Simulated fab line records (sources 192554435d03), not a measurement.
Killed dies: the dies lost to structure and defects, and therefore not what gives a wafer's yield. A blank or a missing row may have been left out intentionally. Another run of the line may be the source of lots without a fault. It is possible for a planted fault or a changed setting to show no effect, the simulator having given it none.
Chamber matching | flow n5_finfet | N5_BEOL_M6_CURE_74 on uv_cure-03 has 3 sister chambers
The step cures SiCOH lowk, time 240 s. 30 wafers are shown with their chamber, then 12 later ones without.

## WAFERS WITH THEIR CHAMBER
wafer  | chamber | wafer_temp_C_max | lamp_power_pct (%)
L075.1 | 0       | 386.4            | 52.28
L075.2 | 0       | 386.6            | 52.30
L075.3 | 0       | 386.7            | 52.35
L077.1 | 1       | 388.3            | 52.34
L077.2 | 1       | 386.9            | 52.25
L077.5 | 1       | 388.1            | 52.31
L077.3 | 1       | 388.2            | 52.30
L077.4 | 1       | 387.8            | 52.33
L077.6 | 1       | 387.9            | 52.31
L078.4 | 0       | 387.0            | 52.38
L078.5 | 0       | 386.3            | 52.46
L078.6 | 0       | 387.0            | 52.26
L080.1 | 2       | 386.4            | 52.34
L080.3 | 2       | 387.0            | 52.33
L080.4 | 2       | 386.8            | 52.33
L079.2 | 2       | 386.2            | 52.33
L079.3 | 2       | 386.2            | 52.32
L079.6 | 2       | 385.7            | 52.37
L088.1 | 1       | 388.1            | 52.37
L088.4 | 1       | 387.9            | 52.29
L088.5 | 1       | 387.9            | 52.30
L088.2 | 1       | 387.6            | 52.24
L088.3 | 1       | 387.4            | 52.25
L088.6 | 1       | 387.2            | 52.38
L090.2 | 2       | 386.4            | 52.37
L090.3 | 2       | 386.3            | 52.32
L090.5 | 2       | 386.6            | 52.26
L091.1 | 0       | 387.3            | 52.18
L091.4 | 0       | 386.6            | 52.29
L091.5 | 0       | 386.7            | 52.34

SIGNATURES, as means of the wafers listed above
reading          | chamber 0 | chamber 1 | chamber 2 | scatter within a chamber
wafer_temp_C_max | 386.733   | 387.775   | 386.400   | 0.381
lamp_power_pct   | 52.3156   | 52.3058   | 52.3300   | 0.0548
Rule: a wafer's distance from a chamber is the root of the sum, over the readings, of the square of ((its reading less the chamber's mean) divided by the reading's scatter). If the next closest chamber is less than 2 further off than the closest, the wafer can't be placed; otherwise it belongs to the closest. The scatter: the root of (the sum of the squares of (reading less its chamber's mean) over the shown wafers, divided by (wafers less chambers)).

## WAFERS MISSING THEIR CHAMBER
wafer  | wafer_temp_C_max | lamp_power_pct (%)
L093.1 | 386.0            | 52.34
L093.2 | 386.8            | 52.38
L093.4 | 387.1            | 52.31
L093.3 | 386.4            | 52.35
L093.5 | 387.4            | 52.35
L093.6 | 387.3            | 52.35
L097.1 | 386.4            | 52.31
L097.3 | 386.7            | 52.34
L097.6 | 386.5            | 52.35
L097.2 | 386.7            | 52.29
L097.4 | 387.0            | 52.28
L097.5 | 386.0            | 52.42

## WHICH CHAMBER EACH ONE RAN IN
wafer  | from the rows above          | in truth
L093.1 | can't be placed: 2 or 0      | 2
L093.2 | can't be placed: 0 or 2 or 1 | 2
L093.4 | can't be placed: 0 or 1 or 2 | 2
L093.3 | can't be placed: 2 or 0      | 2
L093.5 | can't be placed: 1 or 0 or 2 | 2
L093.6 | can't be placed: 1 or 0 or 2 | 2
L097.1 | can't be placed: 2 or 0      | 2
L097.3 | can't be placed: 0 or 2      | 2
L097.6 | can't be placed: 2 or 0      | 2
L097.2 | can't be placed: 0 or 2      | 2
L097.4 | can't be placed: 0 or 2 or 1 | 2
L097.5 | can't be placed: 2 or 0      | 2
0 of 12 placed correctly. From these rows, 12 cannot be placed; in 12 the true chamber is one of the candidates. Placed wrongly: 0.
